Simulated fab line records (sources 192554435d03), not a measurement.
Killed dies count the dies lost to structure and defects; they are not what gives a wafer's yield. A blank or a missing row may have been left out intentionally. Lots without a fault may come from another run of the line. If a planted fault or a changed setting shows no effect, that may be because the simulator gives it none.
fab line records -- flow n5_finfet
record: lots: 10, wafers: 28, last_day: 20
route steps=1938 shown ZERO_LAYER@15 WELL_APT@50 PMOS_HMC_CHANNEL_EPI@70 PASSIVATION@1936
lots that met no fault: taken from a fault-free run of the same line
start_h: hours from the record's opening day to when the first of the lot's shown wafers began -- wait_h: hours from the lot's prior step to this one -- " the same as in the row above -- L1.1+2: one row covering several wafers at once -- - either no value or no given start -- * or withheld: withheld -- < > ~ a bound
route shown NAME@n: NAME is a module with steps in the file, n the number in the route of the first one -- usual: the fault-free wafers' mean and standard deviation -- same: alike in all rows -- chamber/n: place in a boat -- sites: readings site by site -- _std_site: standard deviation of those values -- _edge_site: inner sites' mean taken away from outer sites' mean -- radius_mm: how far each site lies from the wafer's centre -- mask NAME#n: copy n -- behind: the tool/chamber that last shaped the wafer -- hold: the reason the lot was held/the length of the hold in hours/how it ended -- device: the transistor (n, p or np) that didn't switch -- end of line: the tests these same wafers got at the end of their route -- a step with no rows: only its recipe -- killed: dies that structure and defects cost at the first sort, which is not the same as the wafer's yield -- map: dies across one wafer; x = killed, . = not, _ = none there
set.NAME: the setting the step ran with; set.NAME@STEP: the setting that earlier step ran with -- model.NAME: the simulator's own value behind a step, which no gauge read
steps of the route over a sample of lots; a table a step, a row a wafer
services: from which hour (start_h, from the record's first day; less than 0 if before it) a tool's chamber was out of use, for how many hours, and why
== steps ==
step: N5_ZERO_LAYER_ETCH_17
recipe: chemistry: CF4, target: SiO2, target_depth_a: 120, time_s: 13.3, ion_energy_ev: 350, pressure_mtorr: 40, source_w: 450, bias_w: 215, Ar_flow_sccm: 100, cf4_flow_sccm: 100
usual: cf4_flow_sccm: 100.0/0.31, drypump_motor_current_A: 5.6/0.36, oes_product_au: 0.80/0.08, rf_vpp_V: 950/4.6, showerhead_plenum_p_Torr: 2.16/0.076, throttle_valve_pct: 15.62/0.18
same: time_s: 13.3
lot.wafer,tool,chamber,start_h,wait_h,cf4_flow_sccm,drypump_motor_current_A,oes_product_au,rf_hours_counter_h,rf_vpp_V,showerhead_plenum_p_Torr,throttle_valve_pct
L934.2,rie_diel-02,1,12.71,0.0,100.3,5.4,0.97,14,958,2.28,15.33
L934.3,rie_diel-02,3,12.71,0.0,100.0,5.7,0.76,147,944,2.04,15.68
L934.5,rie_diel-02,2,12.71,0.0,100.1,5.5,0.82,-,948,2.16,15.66
L936.4,rie_diel-03,0,24.74,0.0,99.9,6.0,0.68,-,951,2.20,15.95
L936.5,rie_diel-03,2,24.74,0.0,100.3,5.4,0.74,-,954,2.20,15.57
L940.1,rie_diel-02,0,48.72,0.0,99.5,5.5,0.84,66,945,2.08,15.41
L940.3,rie_diel-02,1,48.72,0.0,100.2,5.4,0.94,25,956,2.28,15.35
L940.6,rie_diel-02,1,48.72,0.0,99.8,5.4,0.94,-,957,2.28,15.35
L941.2,rie_diel-02,0,54.84,0.0,100.1,5.5,0.83,69,945,2.08,15.39
L941.3,rie_diel-02,2,54.84,0.0,99.8,5.5,0.81,143,950,2.16,15.69
L941.4,rie_diel-02,1,54.84,0.0,100.2,5.4,0.93,27,957,2.28,15.36
L942.2,rie_diel-06,2,60.73,0.0,100.1,5.9,0.82,68,939,2.01,15.57
L942.4,rie_diel-06,3,60.73,0.0,100.8,5.8,0.72,163,947,2.15,15.87
L942.5,rie_diel-06,3,60.73,0.0,100.2,5.8,0.72,-,948,2.15,15.86
L949.1,rie_diel-03,0,102.84,0.0,99.9,6.0,0.90,11,953,2.20,15.50
L949.2,rie_diel-03,3,102.84,0.0,100.3,4.9,0.78,154,954,2.23,15.90
L949.6,rie_diel-03,1,102.84,0.0,99.9,6.5,0.80,-,949,2.16,15.69
L950.1,rie_diel-02,1,108.71,0.0,99.3,5.4,0.90,41,955,2.27,15.38
L950.3,rie_diel-02,3,108.71,0.0,99.1,5.7,0.73,176,943,2.03,15.74
L950.5,rie_diel-02,3,108.71,0.0,99.7,5.7,0.73,-,942,2.03,15.76
L953.3,rie_diel-06,2,126.84,0.0,99.6,5.8,0.80,91,941,2.00,15.63
L953.6,rie_diel-06,3,126.84,0.0,99.9,5.8,0.72,-,947,2.14,15.90
L954.4,rie_diel-03,0,132.84,0.0,100.1,6.0,0.87,21,953,2.19,15.53
L954.5,rie_diel-03,3,132.84,0.0,100.0,4.9,0.77,-,954,2.22,15.94
L954.6,rie_diel-03,2,132.84,0.0,100.2,5.4,0.70,-,953,2.19,15.64
L955.2,rie_diel-03,2,138.71,0.0,100.0,5.4,0.70,206,953,2.19,15.64
L955.4,rie_diel-03,1,138.71,0.0,99.9,6.5,0.78,141,947,2.15,15.70
L955.5,rie_diel-03,3,138.71,0.0,99.8,4.9,0.76,-,953,2.22,15.92
step: N5_WELL_APT_RTA_34
recipe: temp_c: 1000, time_s: 10, ambient: N2, idle_temp_c: 600, ramp_up_c_per_s: 150, ramp_down_c_per_s: 60, cool_to_c: 600
usual: lamp_power_pct: 13.00/0.045, lamp_zone_1_pct: 12.999/0.029, lamp_zone_2_pct: 12.99/0.031, lamp_zone_3_pct: 12.993/0.029, lamp_zone_4_pct: 13.000/0.029, lamp_zone_5_pct: 12.99/0.034, lamp_zone_6_pct: 12.921/0.027, lamp_zone_7_pct: 13.42/0.031, wafer_temp_C_max: 1003.6/1.1
same: time_s: 10
lot.wafer,tool,chamber,start_h,wait_h,lamp_power_pct,lamp_zone_1_pct,lamp_zone_2_pct,lamp_zone_3_pct,lamp_zone_4_pct,lamp_zone_5_pct,lamp_zone_6_pct,lamp_zone_7_pct,wafer_temp_C_max
L934.2,rtp_anneal-01,0,17.18,0.2,13.02,13.051,13.03,13.026,12.995,12.95,12.907,13.43,1003.6
L934.3,rtp_anneal-01,0,17.18,0.2,13.07,12.985,12.96,12.990,13.051,13.01,12.903,13.43,1002.6
L934.5,rtp_anneal-01,0,17.18,0.2,13.00,12.959,13.01,12.949,13.043,13.03,12.883,13.41,1005.1
L936.4,rtp_anneal-02,0,28.03,0.1,13.01,13.000,13.02,12.991,12.970,12.94,12.914,13.40,1002.7
L936.5,rtp_anneal-02,0,28.03,0.1,13.05,12.990,12.96,12.971,12.968,12.98,12.887,13.47,1003.5
L940.1,rtp_anneal-01,0,51.58,0.0,12.93,12.991,12.99,13.038,13.000,12.99,12.879,13.40,1004.0
L940.3,rtp_anneal-01,0,51.58,0.0,12.99,13.006,13.01,12.992,13.039,12.98,12.911,13.42,1004.5
L940.6,rtp_anneal-01,0,51.58,0.0,12.95,12.996,12.94,12.924,13.021,12.99,12.904,13.40,1004.7
L941.2,rtp_anneal-02,0,57.84,0.1,12.98,13.026,13.01,13.007,12.997,12.98,12.922,13.39,1003.3
L941.3,rtp_anneal-02,0,57.84,0.1,13.01,13.065,12.97,13.012,13.005,13.02,12.885,13.40,1003.6
L941.4,rtp_anneal-02,0,57.84,0.1,12.99,13.020,12.97,13.013,12.995,12.98,12.910,13.40,1003.8
L942.2,rtp_anneal-02,0,64.15,0.4,13.06,13.003,12.98,12.955,13.020,13.07,12.886,13.46,1006.3
L942.4,rtp_anneal-02,0,64.15,0.4,12.97,12.997,12.91,13.049,12.971,13.03,12.920,13.39,1006.2
L942.5,rtp_anneal-02,0,64.15,0.4,12.97,13.032,12.97,12.978,13.065,12.97,12.956,13.45,1002.8
L949.1,rtp_anneal-02,0,105.93,0.0,14.57,14.509,14.51,14.538,14.548,14.46,14.427,14.97,1002.4
L949.2,rtp_anneal-02,0,105.93,0.0,14.53,14.547,14.55,14.551,14.500,14.60,14.457,14.96,1001.8
L949.6,rtp_anneal-02,0,105.93,0.0,14.51,14.505,14.51,14.560,14.533,14.55,14.441,15.02,1003.2
L950.1,rtp_anneal-02,0,111.84,0.0,14.52,14.445,14.54,14.484,14.521,14.48,14.493,15.01,1004.5
L950.3,rtp_anneal-02,0,111.84,0.0,14.57,14.493,14.53,14.535,14.544,14.47,14.428,14.97,1003.8
L950.5,rtp_anneal-02,0,111.84,0.0,14.53,14.567,14.51,14.525,14.483,14.53,14.462,14.98,1002.7
L953.3,rtp_anneal-01,0,130.56,0.2,13.00,13.030,12.97,12.941,13.003,13.03,12.903,13.39,1004.0
L953.6,rtp_anneal-01,0,130.56,0.2,12.98,13.024,12.96,12.978,13.015,12.98,12.940,13.48,1005.2
L954.4,rtp_anneal-01,0,135.74,0.1,12.96,12.979,13.00,13.006,13.040,13.03,12.949,13.43,1004.4
L954.5,rtp_anneal-01,0,135.74,0.1,13.02,12.990,13.00,13.014,12.969,13.01,12.931,13.45,1003.4
L954.6,rtp_anneal-01,0,135.74,0.1,13.02,12.925,12.94,13.001,13.062,12.97,12.926,13.43,1004.1
L955.2,rtp_anneal-01,0,141.68,0.1,13.00,13.030,13.01,13.033,12.988,13.00,12.948,13.46,1002.0
L955.4,rtp_anneal-01,0,141.68,0.1,13.09,13.007,12.99,12.977,12.954,13.01,12.930,13.40,1003.7
L955.5,rtp_anneal-01,0,141.68,0.1,13.01,13.011,12.99,13.036,12.997,13.00,12.895,13.42,1004.1
step: N5_PMOS_HMC_CHANNEL_EPI_HM_OPEN_15
recipe: chemistry: CHF3/O2, target: SiO2, mask_material: CAR-ArF-block, target_depth_a: 406, CHF3_flow_sccm: 50, O2_flow_sccm: 5, Ar_flow_sccm: 200, time_s: 20.3, pressure_mtorr: 30, source_w: 650, bias_w: 170, ion_energy_ev: 200
usual: drypump_motor_current_A: 5.6/0.44, oes_product_au: 0.79/0.08, rf_vpp_V: 525/12, showerhead_plenum_p_Torr: 2.43/0.08, throttle_valve_pct: 18.92/0.17
same: time_s: 20.3
lot.wafer,tool,chamber,start_h,wait_h,drypump_motor_current_A,oes_product_au,rf_hours_counter_h,rf_vpp_V,showerhead_plenum_p_Torr,throttle_valve_pct
L934.2,rie_diel-06,0,18.75,0.0,5.5,0.68,227,512,2.37,18.78
L934.3,rie_diel-06,3,18.75,0.0,5.8,0.74,151,518,2.41,19.02
L934.5,rie_diel-06,3,18.75,0.0,5.8,0.74,-,518,2.41,19.03
L936.4,rie_diel-06,0,29.64,0.0,5.5,0.67,231,512,2.37,18.79
L936.5,rie_diel-06,1,29.64,0.0,5.4,0.92,-,550,2.48,18.96
L940.1,rie_diel-06,3,53.08,0.0,5.8,0.72,162,516,2.41,19.04
L940.3,rie_diel-06,2,53.08,0.0,5.8,0.81,66,507,2.25,18.78
L940.6,rie_diel-06,2,53.08,0.0,5.9,0.83,-,506,2.25,18.78
L941.2,rie_diel-03,2,59.17,0.0,5.4,0.72,183,527,2.50,19.00
L941.3,rie_diel-03,1,59.17,0.0,6.4,0.79,122,528,2.42,18.85
L941.4,rie_diel-03,1,59.17,0.0,6.4,0.78,-,530,2.42,18.86
L942.2,rie_diel-03,2,65.61,0.0,5.4,0.72,184,526,2.50,18.99
L942.4,rie_diel-03,3,65.61,0.0,4.9,0.78,143,527,2.51,19.17
L942.5,rie_diel-03,3,65.61,0.0,4.9,0.77,-,526,2.51,19.16
L949.1,rie_diel-03,0,107.54,0.0,6.0,0.91,12,536,2.46,18.72
L949.2,rie_diel-03,2,107.54,0.0,5.4,0.71,196,527,2.50,19.00
L949.6,rie_diel-03,0,107.54,0.0,6.0,0.91,-,539,2.46,18.72
L950.1,rie_diel-02,2,113.20,0.0,5.5,0.77,158,506,2.41,18.90
L950.3,rie_diel-02,3,113.20,0.0,5.7,0.74,178,516,2.28,18.94
L950.5,rie_diel-02,1,113.20,0.0,5.4,0.90,-,531,2.55,18.63
L953.3,rie_diel-03,3,131.89,0.0,4.9,0.76,164,524,2.50,19.21
L953.6,rie_diel-03,3,131.89,0.0,4.9,0.76,-,525,2.50,19.20
L954.4,rie_diel-06,0,137.19,0.0,5.5,0.98,6,512,2.36,18.48
L954.5,rie_diel-06,0,137.19,0.0,5.5,0.97,-,511,2.36,18.45
L954.6,rie_diel-06,1,137.19,0.0,5.4,0.86,-,550,2.47,19.03
L955.2,rie_diel-03,2,143.14,0.0,5.4,0.70,207,527,2.49,19.04
L955.4,rie_diel-03,0,143.14,0.0,6.0,0.88,-,536,2.45,18.73
L955.5,rie_diel-03,1,143.14,0.0,6.5,0.78,-,529,2.41,18.89
step: N5_PMOS_HMC_CHANNEL_EPI_ETCH_38
recipe: chemistry: CF4, target: SiO2, target_depth_a: 15, ion_energy_ev: 350, pressure_mtorr: 10, icp_w: 800, bias_w: 400, cf4_flow_sccm: 80
usual: cf4_flow_sccm: 79.95/0.22, drypump_motor_current_A: 5.8/0.4, oes_product_au: 0.991/0.028, throttle_valve_pct: 21.92/0.2
lot.wafer,tool,chamber,start_h,wait_h,cf4_flow_sccm,drypump_motor_current_A,oes_product_au,rf_hours_counter_h,throttle_valve_pct
L934.2,rie_si-03,0,19.11,0.0,79.83,5.8,1.022,0,21.75
L934.3,rie_si-03,2,19.11,0.0,80.03,5.6,0.995,80,22.08
L934.5,rie_si-03,0,19.11,0.0,79.86,5.8,1.024,-,21.72
L936.4,rie_si-03,3,30.01,0.0,79.91,6.6,1.015,191,22.04
L936.5,rie_si-03,0,30.01,0.0,80.24,5.8,1.018,-,21.75
L940.1,rie_si-03,1,53.44,0.0,80.23,5.8,0.954,151,21.93
L940.3,rie_si-03,0,53.44,0.0,80.07,5.8,1.024,1,21.75
L940.6,rie_si-03,1,53.44,0.0,80.07,5.8,0.962,-,21.94
L941.2,rie_si-04,3,59.55,0.0,79.94,5.9,0.982,174,21.66
L941.3,rie_si-04,1,59.55,0.0,80.39,5.6,1.023,139,22.09
L941.4,rie_si-04,0,59.55,0.0,80.10,5.6,0.984,2,21.71
L942.2,rie_si-05,2,65.97,0.0,80.23,5.0,0.960,91,22.05
L942.4,rie_si-05,3,65.97,0.0,79.94,5.0,0.960,7,22.24
L942.5,rie_si-05,1,65.97,0.0,79.75,5.9,0.990,-,22.25
L949.1,rie_si-05,0,107.90,0.0,79.95,6.2,1.000,9,21.71
L949.2,rie_si-05,2,107.90,0.0,80.32,5.1,0.974,92,22.03
L949.6,rie_si-05,0,107.90,0.0,80.07,6.2,0.989,-,21.72
L950.1,rie_si-04,0,113.56,0.0,79.95,5.6,0.972,3,21.71
L950.3,rie_si-04,3,113.56,0.0,79.75,5.9,0.981,175,21.64
L950.5,rie_si-04,2,113.56,0.0,80.21,5.9,0.999,-,21.73
L953.3,rie_si-03,0,132.25,0.0,79.71,5.8,1.033,3,21.74
L953.6,rie_si-03,0,132.25,0.0,79.69,5.8,1.015,-,21.74
L954.4,rie_si-05,3,137.55,0.0,79.74,5.0,0.961,8,22.24
L954.5,rie_si-05,3,137.55,0.0,79.60,5.0,0.954,-,22.23
L954.6,rie_si-05,2,137.55,0.0,79.83,5.1,0.962,-,22.04
L955.2,rie_si-05,2,143.50,0.0,79.88,5.1,0.965,93,22.02
L955.4,rie_si-05,3,143.50,0.0,79.90,5.0,0.951,8,22.23
L955.5,rie_si-05,3,143.50,0.0,79.89,5.0,0.956,-,22.26
step: N5_PASSIVATION_PROBE_49
usual: killed_at_M0_to_M3: 36/10, killed_at_M4_up: 14/5.2, killed_at_contacts: 12/6, killed_at_front_end: 37/10, killed_at_other: 4/3.3, killed_dies: 104/18, killed_open: 68/14, killed_short: 34/7.4
same: gross_dies: 1180, killed_at_back_side: 0
lot.wafer,tool,chamber,start_h,wait_h,killed_at_M0_to_M3,killed_at_M4_up,killed_at_contacts,killed_at_front_end,killed_at_other,killed_dies,killed_open,killed_short
L949.1,prober-01,-,399.06,0.0,41,14,6,29,35,125,70,24
killed by level:class
L949.1 PASSIVATION:area_etch=30 BEOL_M2:geometric_particle:open=12 BEOL_M3:geometric_particle:open=10 FIN_SAQP:geometric_particle:open=7 STI_FIN_REVEAL:geometric_particle:open=7 BEOL_M4:geometric_particle:open=7 BEOL_M0_SAQP:geometric_particle:short=5 BEOL_M0_SAQP:geometric_particle:open=5
== services ==
tool,chamber,start_h,hours,kind
rie_diel-03,1,-7.87,5.8,repair
rie_diel-02,2,-2.77,2.0,repair
rie_diel-02,1,6.16,3.1,repair
rie_si-05,3,8.28,9.7,repair
rie_diel-03,3,22.47,5.6,repair
rie_diel-03,-,24.05,0.2,repair
rie_diel-03,0,40.63,-,clean
rie_diel-03,0,40.63,-,consumable_replace:focus_ring
rie_diel-03,0,40.63,23.0,scheduled_down
rie_diel-03,0,40.63,23.0,vent_cycle
rie_diel-06,-,46.09,0.8,repair
rie_si-05,-,90.61,0.2,repair
rie_diel-06,0,92.05,-,clean
rie_diel-06,0,92.05,-,consumable_replace:focus_ring
rie_diel-06,0,92.05,18.9,scheduled_down
rie_diel-06,0,92.05,18.9,vent_cycle
rie_diel-02,2,105.66,4.1,repair
rie_diel-02,0,109.46,16.2,repair
rie_diel-02,3,114.40,6.5,repair
rie_diel-03,1,114.46,10.7,repair
rie_si-05,-,114.55,0.3,repair
rie_si-05,3,124.57,9.0,repair
rie_diel-03,3,139.89,3.5,repair
rie_si-03,-,143.02,2.8,pm
== key ==
first_sign: step: N5_WELL_APT_RTA_34, reading: lamp_zone_6_pct, direction: up, sigmas: 58, usual: *, struck: *
effect: step: N5_WELL_APT_RTA_34, reading: lamp_zone_4_pct, direction: up, sigmas: 53, usual: *, struck: *
met_at N5_WELL_APT_RTA_34
struck_lots L949,L950
tester_left_out L949,L950
baseline_loss: step: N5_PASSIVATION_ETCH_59, wafers: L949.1
not_acting_at N5_ZERO_LAYER_ETCH_17,N5_PMOS_HMC_CHANNEL_EPI_HM_OPEN_15,N5_PMOS_HMC_CHANNEL_EPI_ETCH_38
onset_between 64.15 105.93
fault: kind: process_parameter_drift, tool: rtp_anneal-02, chamber: -, onset_h: 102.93, steps: N5_WELL_APT_RTA_34, channel: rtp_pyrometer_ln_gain, offset: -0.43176, shape: step, end_h: 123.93
tester_left_out: of these lots the tester's yield and bins aren't shown, on N5 and GAA mostly nor the transistor test; their killed dies are dies lost to structure and defects alone, not to doping, threshold or leakage, so they don't give the yield
baseline_loss: these wafers lose ten dies or more at that step, a loss of the line's own and not of a fault; the sort's usual values leave them out
